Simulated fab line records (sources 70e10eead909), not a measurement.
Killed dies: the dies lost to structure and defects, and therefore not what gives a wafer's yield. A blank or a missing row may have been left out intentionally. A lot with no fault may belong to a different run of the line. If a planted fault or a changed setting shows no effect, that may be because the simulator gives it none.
Check of tool commonality    flow nand harc    14 lots, 42 wafers sampled

WHY IT WAS OPENED
Flagged at NHARC_P_GATE_CD_MEAS_59: reading cd nm, on 2 of 14 lots. No-fault wafers: 720.6 nm, standard deviation 1.1.
Rule: a lot is flagged when every wafer of it that has a number lies more than 4 standard deviations from that mean, or none has a number. The other lots count as sound.

lot   measured      on         cd nm (nm), wafer by wafer  flag
L899  day 5 06:13   cd sem-02  718.5 719.6 717.4           
L901  day 6 03:13   cd sem-03  722.1 722.0 721.6           
L902  day 6 03:30   cd sem-01  720.7 722.2 720.8           
L904  day 6 06:19   cd sem-03  720.4 721.7 721.2           
L903  day 6 09:20   cd sem-01  720.9 719.9 719.9           
L908  day 7 15:25   cd sem-02  720.6 719.2 719.8           
L907  day 7 21:31   cd sem-03  721.2 719.5 720.7           
L909  day 8 01:31   cd sem-01  721.1 719.5 721.2           
L912  day 8 16:04   cd sem-01  720.4 718.6 719.9           
L917  day 9 17:38   cd sem-01  721.8 721.4 721.4           
L916  day 9 19:43   cd sem-01  722.3 721.8 722.0           
L918  day 10 01:05  cd sem-02  618.4 618.3 615.4           FLAGGED
L920  day 10 09:50  cd sem-03  618.5 618.3 616.0           FLAGGED
L922  day 10 19:20  cd sem-02  720.4 720.9 722.6           
Average over the flagged lots: 617.5 nm; offset from the usual -103.1 nm, equal to -94 standard deviations.

WHICH TOOL RAN EACH LOT
Before the reading, the record contains 2 process steps out of a 1159-step route. Read each cell as the tool, then ch plus the chambers that the sampled wafers visited, then the start.
lot   flag     NHARC_P_GATE_STRIP_111                NHARC_P_GATE_EXPOSE_56
L899           plasma asher-02 ch 0,1, day 5 05:08   krf scanner-04 ch 0, day 5 06:04
L901           plasma asher-02 ch 0,1, day 6 02:02   krf scanner-04 ch 0, day 6 03:04
L902           plasma asher-01 ch 0,1, day 6 02:17   krf scanner-03 ch 0, day 6 03:21
L904           plasma asher-01 ch 0,1, day 6 05:13   krf scanner-03 ch 0, day 6 06:10
L903           plasma asher-02 ch 0,1, day 6 08:14   krf scanner-03 ch 0, day 6 09:11
L908           plasma asher-02 ch 0,1, day 7 14:11   krf scanner-01 ch 0, day 7 15:15
L907           plasma asher-02 ch 0,1, day 7 20:25   krf scanner-04 ch 0, day 7 21:21
L909           plasma asher-02 ch 0,1, day 8 00:17   krf scanner-01 ch 0, day 8 01:21
L912           plasma asher-01 ch 0,1, day 8 15:00   krf scanner-01 ch 0, day 8 15:54
L917           plasma asher-02 ch 0,1, day 9 16:27   krf scanner-04 ch 0, day 9 17:28
L916           plasma asher-01 ch 0,1, day 9 18:35   krf scanner-03 ch 0, day 9 19:34
L918  FLAGGED  plasma asher-02 ch 0, day 9 23:59     krf scanner-03 ch 0, day 10 00:56
L920  FLAGGED  plasma asher-02 ch 0,1, day 10 08:43  krf scanner-03 ch 0, day 10 09:40
L922           plasma asher-02 ch 0,1, day 10 18:05  krf scanner-01 ch 0, day 10 19:10
These steps, and what they do:
- NHARC_P_GATE_STRIP_111: strips in N2/H2, time 250 s.
- NHARC_P_GATE_EXPOSE_56: exposes mask P PSD, target cd 720 nm.
- NHARC_P_GATE_CD_MEAS_59: target cd 720 nm.

FLAGGED AGAINST TOTAL, ONE TOOL AT A TIME (gauges that did the reading follow at the end)
step                     tool             lots run  flagged  share of the flagged lots  sound lots run after its first flagged lot
NHARC_P_GATE_STRIP_111   plasma asher-01  4         0        none                       -
NHARC_P_GATE_STRIP_111   plasma asher-02  10        2        all                        1 (L922)
NHARC_P_GATE_EXPOSE_56   krf scanner-01   4         0        none                       -
NHARC_P_GATE_EXPOSE_56   krf scanner-03   6         2        all                        0
NHARC_P_GATE_EXPOSE_56   krf scanner-04   4         0        none                       -
NHARC_P_GATE_CD_MEAS_59  cd sem-01        6         0        none                       -
NHARC_P_GATE_CD_MEAS_59  cd sem-02        4         1        some                       1 (L922)
NHARC_P_GATE_CD_MEAS_59  cd sem-03        4         1        some                       0

THE TABLE: WHAT IT ALLOWS
2 rows of the table ran every flagged lot: plasma asher-02 at NHARC_P_GATE_STRIP_111, krf scanner-03 at NHARC_P_GATE_EXPOSE_56.
- plasma asher-02 at NHARC_P_GATE_STRIP_111: 2 of its 10 lots flagged. Lots that were sound ran on it after the first flagged one (L922); a persistent fault on the entire tool would not allow that.
- krf scanner-03 at NHARC_P_GATE_EXPOSE_56: 2 of its 6 lots flagged. Its last sound lot is L916 (day 9 19:34), its first flagged lot L918 (day 10 00:56): a fault that began between those two fits. Its own readings (exposure dose mJ cm2) fall more than 4 standard deviations out on all wafers of the flagged lots.
Just one tool remains: krf scanner-03 at NHARC_P_GATE_EXPOSE_56.

WHAT WAS PUT IN BY THE SIMULATOR
Drift in process parameters on krf scanner-03 at NHARC_P_GATE_EXPOSE_56, starting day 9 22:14. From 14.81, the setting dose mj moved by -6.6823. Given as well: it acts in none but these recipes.
Struck lots among those shown: L918, L920. This agrees with what the rule above found.
